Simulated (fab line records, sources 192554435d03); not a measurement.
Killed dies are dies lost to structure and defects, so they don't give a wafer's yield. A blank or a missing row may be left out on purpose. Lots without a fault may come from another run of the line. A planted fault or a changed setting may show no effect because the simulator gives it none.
Which tool did it? | flow n5_finfet | 7 lots, 20 wafers sampled, at 3 steps of a route of 1938

WHAT THE GAUGES READ, wafer by wafer
N5_BEOL_M13_OCD_MEAS_35.
lot  | measured     | on     | trench_depth_nm (nm)
L958 | day 11 15:43 | ocd-02 | 425 406 406
L960 | day 12 02:43 | ocd-01 | 413 417 413
L968 | day 13 18:25 | ocd-01 | 408 416 407
L970 | day 15 00:24 | ocd-01 | 424 408 406
L973 | day 15 06:08 | ocd-01 | 411 409 424
L979 | day 17 03:40 | ocd-02 | 576 563
L981 | day 17 10:25 | ocd-01 | 404 408 413

WHICH TOOL RAN EACH LOT (tool, then ch and the chambers of the sampled wafers, then the start)
lot  | N5_BEOL_M13_STRIP_64                 | N5_BEOL_M13_TRENCH_ETCH_34
L958 | plasma_asher-01 ch 0,1, day 11 14:27 | rie_diel-02 ch 0,3, day 11 15:32
L960 | plasma_asher-02 ch 0, day 12 01:25   | rie_diel-02 ch 1,2, day 12 02:33
L968 | plasma_asher-02 ch 0, day 13 17:16   | rie_diel-02 ch 1,3, day 13 18:14
L970 | plasma_asher-02 ch 0,1, day 14 23:16 | rie_diel-02 ch 0,2,3, day 15 00:14
L973 | plasma_asher-01 ch 0,1, day 15 04:59 | rie_diel-02 ch 0,1, day 15 05:57
L979 | plasma_asher-01 ch 0, day 17 02:32   | rie_diel-02 ch 1,2, day 17 03:29
L981 | plasma_asher-02 ch 0,1, day 17 08:44 | rie_diel-04 ch 0,2,3, day 17 10:14
- N5_BEOL_M13_STRIP_64: strips in N2/H2.
- N5_BEOL_M13_TRENCH_ETCH_34: etches SiOC in C4F8/O2/Ar, target depth 413.47 nm, time 162.6 s.

THE ANSWER, worked out from the rows above alone
Rule: what is usual is taken from the lots themselves. Put in order of their means at a reading, lots are off if they are a third of the lots or fewer, leave a main group of 4 or more, and stand apart from it by a gap of 3 or more times the standard deviation of the main group's means; of several such gaps the widest counts. A main group whose means are all the same, to the digits that the tables above print for the reading, isn't used. A lot without any number at a reading at which 4 lots or more have one is off too. The other lots that the step has rows for count as sound.
Off: L979, at N5_BEOL_M13_OCD_MEAS_35 (trench_depth_nm). The main group: mean 412 nm, standard deviation 2.2.
A tool fits if, at a process step before that reading, it ran every lot that is off, and no sound lot after the first of them. The gauges at N5_BEOL_M13_OCD_MEAS_35 are tried like those tools. Can't be told from this: 3 tools fit, plasma_asher-01 at N5_BEOL_M13_STRIP_64, rie_diel-02 at N5_BEOL_M13_TRENCH_ETCH_34, ocd-02 at N5_BEOL_M13_OCD_MEAS_35.

WHAT THE SIMULATOR HAD PUT IN
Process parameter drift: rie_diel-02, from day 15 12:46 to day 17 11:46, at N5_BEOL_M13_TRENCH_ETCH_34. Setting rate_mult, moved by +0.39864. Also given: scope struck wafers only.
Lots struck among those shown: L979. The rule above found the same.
